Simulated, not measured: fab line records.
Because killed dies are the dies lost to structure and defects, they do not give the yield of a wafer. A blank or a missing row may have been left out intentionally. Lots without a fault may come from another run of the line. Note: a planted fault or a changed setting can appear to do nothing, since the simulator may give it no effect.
Chamber matching	flow n5 finfet	rie diel-01 running N5_HKMG_FIN_STRIP_93: 4 sister chambers
The step strips SOC in N2/H2, time 20 s. 8 wafers are shown with their chamber, then 7 later ones without.

EACH WAFER AND ITS CHAMBER
wafer	chamber	drypump motor current A (A)	showerhead plenum p Torr (Torr)
L077.5	3	4.9	3.58
L089.1	3	5.0	3.56
L089.2	2	6.4	3.57
L089.4	1	5.3	3.31
L089.5	0	4.9	3.31
L089.6	1	5.3	3.31
L095.2	0	4.9	3.30
L095.3	2	6.4	3.57

WAFERS WITHOUT THEIR CHAMBER
wafer	drypump motor current A (A)	showerhead plenum p Torr (Torr)
L095.5	6.4	3.57
L096.1	4.9	3.30
L096.2	6.4	3.56
L096.3	4.9	3.55
L096.4	6.4	3.56
L096.5	4.9	3.30
L096.6	4.9	3.55

EACH ONE'S CHAMBER
wafer	from the rows above	in truth
L095.5	2	2
L096.1	0	0
L096.2	2	2
L096.3	3	3
L096.4	2	2
L096.5	0	0
L096.6	3	3
Correctly placed: 7 of 7. Not placeable from these rows: 0. Wrongly placed: 0.
How it was worked out, from the rows above alone: a wafer's distance from a chamber is the root of the sum, over the readings, of the square of ((its reading less the chamber's mean) divided by the reading's scatter). The wafer belongs to the nearest chamber; if the next one is less than 2 further off, it can't be placed. A chamber's mean is the mean of its shown wafers. The scatter is the square root of a quotient: the sum, over the shown wafers, of each reading's squared deviation from its chamber's mean, divided by wafers minus chambers.
